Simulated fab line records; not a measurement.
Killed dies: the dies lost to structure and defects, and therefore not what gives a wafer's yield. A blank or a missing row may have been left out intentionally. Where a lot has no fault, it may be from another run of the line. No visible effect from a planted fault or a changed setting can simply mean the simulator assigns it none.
The tool behind it: which one? + flow n5_finfet + 11 lots, 29 wafers sampled, at 5 steps of a route of 1938

WHAT EACH GAUGE READ, for each wafer
N5_FIN_SAQP_THK_MEAS_07.
| lot  | measured    | on            | thk_nm (nm)    |
|------|-------------|---------------|----------------|
| L204 | day 1 21:54 | film_metro-02 | 60.2 60.4 61.7 |
| L205 | day 2 02:50 | film_metro-02 | 59.9 61.0 60.9 |
| L207 | day 2 14:53 | film_metro-01 | 60.4 61.5      |
| L208 | day 2 21:28 | film_metro-01 | 58.9 60.2 61.5 |
| L209 | day 3 03:17 | film_metro-02 | 60.2 59.9 60.6 |
| L212 | day 3 21:47 | film_metro-01 | 60.0 60.3 60.0 |
| L213 | day 4 03:29 | film_metro-02 | 59.5 60.2      |
| L216 | day 4 21:41 | film_metro-02 | 60.1 60.2 60.4 |
| L219 | day 5 15:11 | film_metro-01 | 59.7 60.5 60.7 |
| L220 | day 5 21:28 | film_metro-02 | 59.8 59.4      |
| L223 | day 6 16:57 | film_metro-01 | 60.4 60.8      |

N5_BEOL_M4_RC_MEAS_101.
| lot  | measured     | on        | DIBL_N (mV/V)  | DIBL_P (mV/V)  | IOFF_N (nA/um)    | IOFF_P (nA/um) | ION_N (uA/um) | ION_P (uA/um) | SS_N (mV/dec)  | SS_P (mV/dec)  | VT_N (mV)   | VT_P (mV)      |
|------|--------------|-----------|----------------|----------------|-------------------|----------------|---------------|---------------|----------------|----------------|-------------|----------------|
| L204 | day 7 21:37  | prober-02 | 35.4 34.5 34.0 | 33.8 34.4 34.4 | 0.133 0.124 0.116 | 0.15 0.15 0.16 | 662 656 655   | 445 451 453   | 70.8 70.5 69.8 | 72.5 72.7 72.6 | 251 254 254 | -258 -256 -257 |
| L205 | day 7 22:20  | prober-01 | 36.1 36.0 34.9 | 35.7 36.3 33.9 | 0.154 0.150 0.130 | 0.20 0.22 0.18 | 668 666 672   | 459 460 459   | 71.1 71.1 70.7 | 73.1 73.1 73.0 | 253 252 253 | -249 -248 -252 |
| L207 | day 8 14:39  | prober-02 | 35.5 34.7      | 36.8 35.0      | 0.138 0.136       | 0.18 0.16      | 668 668       | 454 452       | 71.2 71.5      | 73.5 72.3      | 251 253     | -256 -256      |
| L208 | day 9 00:58  | prober-02 | 34.9 32.3 33.7 | 35.5 33.0 34.1 | 0.133 0.114 0.122 | 0.19 0.16 0.18 | 665 669 667   | 451 456 464   | 71.9 70.5 70.7 | 72.9 73.0 72.4 | 252 254 252 | -251 -253 -254 |
| L209 | day 9 07:43  | prober-02 | 35.4 34.4 36.6 | 33.4 31.4 34.7 | 0.133 0.114 0.152 | 0.18 0.15 0.19 | 668 664 677   | 459 456 459   | 70.8 71.0 71.3 | 72.8 72.5 73.8 | 251 254 250 | -251 -254 -251 |
| L212 | day 9 17:02  | prober-01 | 36.0 36.4 36.3 | 38.9 37.9 38.7 | 0.162 0.158 0.175 | 0.24 0.22 0.24 | 676 681 704   | 477 468 480   | 70.3 71.3 71.8 | 73.6 73.6 73.8 | 250 248 248 | -247 -248 -245 |
| L213 | day 10 06:55 | prober-01 | 32.7 35.6      | 32.2 35.6      | 0.106 0.159       | 0.16 0.21      | 651 677       | 456 472       | 70.9 70.7      | 72.7 73.2      | 256 247     | -254 -247      |
| L216 | day 10 17:42 | prober-02 | 37.6 37.4 33.8 | 37.5 37.5 32.5 | 0.173 0.169 0.115 | 0.20 0.19 0.14 | 676 675 655   | 456 458 450   | 71.4 71.1 70.4 | 73.9 73.7 72.9 | 248 248 251 | -255 -254 -256 |
| L219 | day 11 17:20 | prober-01 | 37.1 37.1 37.4 | 35.7 36.3 37.6 | 0.152 0.158 0.155 | 0.18 0.19 0.20 | 673 670 677   | 462 464 460   | 71.7 72.0 72.0 | 73.0 73.3 73.9 | 252 250 251 | -253 -253 -250 |
| L220 | day 11 18:13 | prober-02 | 37.8 35.8      | 36.3 34.2      | 0.148 0.125       | 0.20 0.17      | 673 663       | 454 459       | 71.1 71.1      | 73.7 73.1      | 251 254     | -251 -252      |
| L223 | day 12 17:19 | prober-02 | 34.2 35.3      | 32.9 34.5      | 0.123 0.137       | 0.18 0.19      | 653 656       | 455 454       | 71.3 71.7      | 72.2 72.8      | 254 253     | -251 -250      |

TOOL THAT RAN EACH LOT (tool first, then ch and the chambers of the sampled wafers, then the start)
| lot  | N5_FIN_SAQP_PECVD_48           | N5_FIN_SAQP_COAT_49              | N5_FIN_SAQP_ETCH_52               |
|------|--------------------------------|----------------------------------|-----------------------------------|
| L204 | pecvd-03 ch 0,1,2, day 1 21:46 | litho_track-02 ch 0, day 1 22:02 | rie_diel-05 ch 0,1, day 1 22:36   |
| L205 | pecvd-01 ch 0,1, day 2 02:43   | litho_track-05 ch 0, day 2 02:57 | rie_diel-02 ch 2,3, day 2 03:31   |
| L207 | pecvd-01 ch 1,2, day 2 14:46   | litho_track-01 ch 0, day 2 15:02 | rie_diel-06 ch 0,1, day 2 15:35   |
| L208 | pecvd-03 ch 1,2, day 2 21:20   | litho_track-01 ch 0, day 2 21:35 | rie_diel-06 ch 1,2, day 2 22:01   |
| L209 | pecvd-03 ch 0,1, day 3 03:10   | litho_track-02 ch 0, day 3 03:24 | rie_diel-02 ch 1,2,3, day 3 03:50 |
| L212 | pecvd-03 ch 0,1,2, day 3 21:40 | litho_track-02 ch 0, day 3 21:55 | rie_diel-05 ch 0,1,2, day 3 22:22 |
| L213 | pecvd-02 ch 1,2, day 4 03:22   | litho_track-05 ch 0, day 4 03:38 | rie_diel-02 ch 0,2, day 4 04:11   |
| L216 | pecvd-01 ch 0,2, day 4 21:30   | litho_track-02 ch 0, day 4 21:49 | rie_diel-06 ch 1,3, day 4 22:20   |
| L219 | pecvd-02 ch 0,1,2, day 5 15:03 | litho_track-02 ch 0, day 5 15:17 | rie_diel-06 ch 2,3, day 5 15:56   |
| L220 | pecvd-02 ch 0,1, day 5 21:22   | litho_track-02 ch 0, day 5 21:35 | rie_diel-02 ch 0,1, day 5 22:04   |
| L223 | pecvd-01 ch 1, day 6 16:41     | litho_track-02 ch 0, day 6 17:04 | rie_diel-05 ch 0,1, day 6 17:32   |
- N5_FIN_SAQP_PECVD_48: deposits SiNx from SiH4/NH3/N2, target thk 25 nm, time 22.1 s.
- N5_FIN_SAQP_COAT_49: time 60 s, resist thk 100 nm.
- N5_FIN_SAQP_ETCH_52: etches SOC in N2/H2, target depth 100 nm, overetch 20 nm, time 150 s.

AS READ BY THE TOOLS THEMSELVES (means over the sampled wafers that have a number; for cases with no such wafer, the mark the record gives instead)
N5_FIN_SAQP_PECVD_48.
| lot  | tool     | heater_power_w (W) | showerhead_plenum_p_Torr (Torr) | throttle_valve_pct (%) |
|------|----------|--------------------|---------------------------------|------------------------|
| L204 | pecvd-03 | 786                | 5.10                            | 38.5                   |
| L205 | pecvd-01 | 816                | 5.09                            | 42.4                   |
| L207 | pecvd-01 | 759                | 5.14                            | 41.5                   |
| L208 | pecvd-03 | 819                | 5.09                            | 37.7                   |
| L209 | pecvd-03 | 799                | 5.11                            | 38.4                   |
| L212 | pecvd-03 | 767                | 5.10                            | 38.5                   |
| L213 | pecvd-02 | 692                | 5.11                            | 39.0                   |
| L216 | pecvd-01 | 797                | 5.11                            | 36.5                   |
| L219 | pecvd-02 | 761                | 5.11                            | 39.0                   |
| L220 | pecvd-02 | 745                | 5.12                            | 40.3                   |
| L223 | pecvd-01 | 783                | 5.08                            | 45.8                   |

N5_FIN_SAQP_COAT_49.
| lot  | tool           | heater_power_total_W (W) | run_length_s (s) |
|------|----------------|--------------------------|------------------|
| L204 | litho_track-02 | 501.8                    | 66.33            |
| L205 | litho_track-05 | 500.0                    | 65.93            |
| L207 | litho_track-01 | 500.7                    | 66.35            |
| L208 | litho_track-01 | 502.0                    | 66.19            |
| L209 | litho_track-02 | 499.9                    | 66.37            |
| L212 | litho_track-02 | 502.3                    | 66.39            |
| L213 | litho_track-05 | 502.1                    | 65.83            |
| L216 | litho_track-02 | 500.8                    | 66.45            |
| L219 | litho_track-02 | 509.8                    | 64.71            |
| L220 | litho_track-02 | 513.5                    | 63.87            |
| L223 | litho_track-02 | 527.6                    | 61.57            |

N5_FIN_SAQP_ETCH_52.
| lot  | tool        | drypump_motor_current_A (A) | n2_flow_sccm (sccm) | oes_product_au (a.u.) | rf_vpp_V (V) | showerhead_plenum_p_Torr (Torr) | throttle_valve_pct (%) |
|------|-------------|-----------------------------|---------------------|-----------------------|--------------|---------------------------------|------------------------|
| L204 | rie_diel-05 | 6.0                         | 200.2               | 0.79                  | 525.8        | 2.58                            | 17.84                  |
| L205 | rie_diel-02 | 5.6                         | 200.0               | 0.71                  | 524.3        | 2.56                            | 18.09                  |
| L207 | rie_diel-06 | 6.1                         | 200.3               | 0.66                  | 525.1        | 2.59                            | 17.97                  |
| L208 | rie_diel-06 | 5.6                         | 200.3               | 0.68                  | 527.4        | 2.62                            | 17.74                  |
| L209 | rie_diel-02 | 5.8                         | 200.2               | 0.68                  | 523.8        | 2.55                            | 17.96                  |
| L212 | rie_diel-05 | 5.5                         | 199.3               | 0.73                  | 525.6        | 2.60                            | 17.77                  |
| L213 | rie_diel-02 | 5.8                         | 199.5               | 0.73                  | 526.5        | 2.63                            | 18.02                  |
| L216 | rie_diel-06 | 5.7                         | 200.6               | 0.68                  | 526.0        | 2.61                            | 17.80                  |
| L219 | rie_diel-06 | 5.6                         | 200.5               | 0.75                  | 524.1        | 2.57                            | 17.83                  |
| L220 | rie_diel-02 | 6.4                         | 200.4               | 0.72                  | 526.6        | 2.62                            | 17.82                  |
| L223 | rie_diel-05 | 5.8                         | 200.3               | 0.73                  | 523.8        | 2.56                            | 17.89                  |

THE ANSWER, worked out from the rows above alone
Rule: the lots themselves supply what counts as usual. Put in order of their means at a reading, lots are off if they are a third of the lots or fewer, leave a main group of 4 or more, and stand apart from it by a gap of 3 or more times the standard deviation of the main group's means; of several such gaps the widest counts. If all means in a main group match to the digits the tables above print for the reading, that group is not used. Also off: a lot with no number at a reading for which 4 or more lots have one. All remaining lots with rows at the step are treated as sound. After the gauges, taken in route order, come the tools' own readings; for these a lot's mean is taken, as printed above. At the first step where some lot is off, the reading lying furthest off is the one used; lots without a number count as furthest.
Off: L219, L220, L223 (N5_FIN_SAQP_COAT_49, heater_power_total_W). The main group: mean 501.2 W, standard deviation 0.91.
A tool fits if, at that step or a process step before it, it ran every lot that is off, and no sound lot after the first of them. One fits: N5_FIN_SAQP_COAT_49 on litho_track-02. A fault onset in the window from L216 (day 4 21:49, its last sound lot) to L219 (day 5 15:17, its first lot off) fits.
The tool's own readings at N5_FIN_SAQP_COAT_49 bear it out: on the lots that are off they differ by more than 5 times the standard deviation of the sound lots' means. heater_power_total_W reads 517.0 W there against 501.2 W on the sound lots; run_length_s reads 63.38 s there against 66.23 s on the sound lots.

WHAT THE SIMULATOR HAD PUT IN
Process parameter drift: litho_track-02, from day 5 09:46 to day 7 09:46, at N5_FIN_SAQP_COAT_49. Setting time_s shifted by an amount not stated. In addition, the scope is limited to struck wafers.
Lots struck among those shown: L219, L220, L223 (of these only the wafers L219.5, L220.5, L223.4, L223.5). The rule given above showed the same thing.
